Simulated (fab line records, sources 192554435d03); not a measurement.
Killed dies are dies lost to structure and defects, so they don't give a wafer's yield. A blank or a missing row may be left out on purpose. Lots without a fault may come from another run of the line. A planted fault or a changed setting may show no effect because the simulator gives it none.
Chamber matching | flow n5_finfet | N5_BEOL_M5_PRE_CLEAN_77 on cvd_co-01: 3 sister chambers
The step time 15 s. 24 wafers are shown with their chamber, then 12 later ones without.

WAFERS WITH THEIR CHAMBER
wafer  | chamber | heater_power_w (W)
L074.2 | 1       | 55
L074.3 | 0       | 66
L074.4 | 0       | 66
L075.3 | 0       | 67
L075.5 | 1       | 56
L075.6 | 2       | 78
L076.2 | 2       | 78
L076.5 | 0       | 65
L076.6 | 1       | 55
L081.2 | 2       | 79
L081.4 | 0       | 65
L081.6 | 1       | 55
L083.4 | 2       | 80
L083.5 | 0       | 65
L083.6 | 1       | 55
L085.2 | 0       | 66
L085.3 | 1       | 56
L085.6 | 0       | 65
L087.2 | 0       | 66
L087.3 | 1       | 55
L087.6 | 1       | 55
L090.1 | 1       | 56
L090.4 | 1       | 55
L090.6 | 0       | 65

SIGNATURES (means of the wafers above)
reading        | chamber 0 | chamber 1 | chamber 2 | scatter within a chamber
heater_power_w | 65.60     | 55.30     | 78.75     | 0.664
Rule: a wafer's distance from a chamber is the root of the sum, over the readings, of the square of ((its reading less the chamber's mean) divided by the reading's scatter). The wafer belongs to the nearest chamber; if the next one is less than 2 further off, it can't be placed. The scatter: the root of (the sum of the squares of (reading less its chamber's mean) over the shown wafers, divided by (wafers less chambers)).

WAFERS WITHOUT THEIR CHAMBER
wafer  | heater_power_w (W)
L088.1 | 67
L088.2 | 56
L088.4 | 79
L089.1 | 56
L089.4 | 55
L089.6 | 66
L092.2 | 81
L092.4 | 80
L092.6 | 67
L097.2 | 67
L097.3 | 80
L097.6 | 79

WHICH CHAMBER EACH WENT THROUGH
wafer  | from the rows above | in truth
L088.1 | 0                   | 0
L088.2 | 1                   | 1
L088.4 | 2                   | 2
L089.1 | 1                   | 1
L089.4 | 1                   | 1
L089.6 | 0                   | 0
L092.2 | 2                   | 2
L092.4 | 2                   | 2
L092.6 | 0                   | 0
L097.2 | 0                   | 0
L097.3 | 2                   | 2
L097.6 | 2                   | 2
Placed correctly: 12 of 12. Can't be placed from these rows: 0. Placed wrongly: 0.
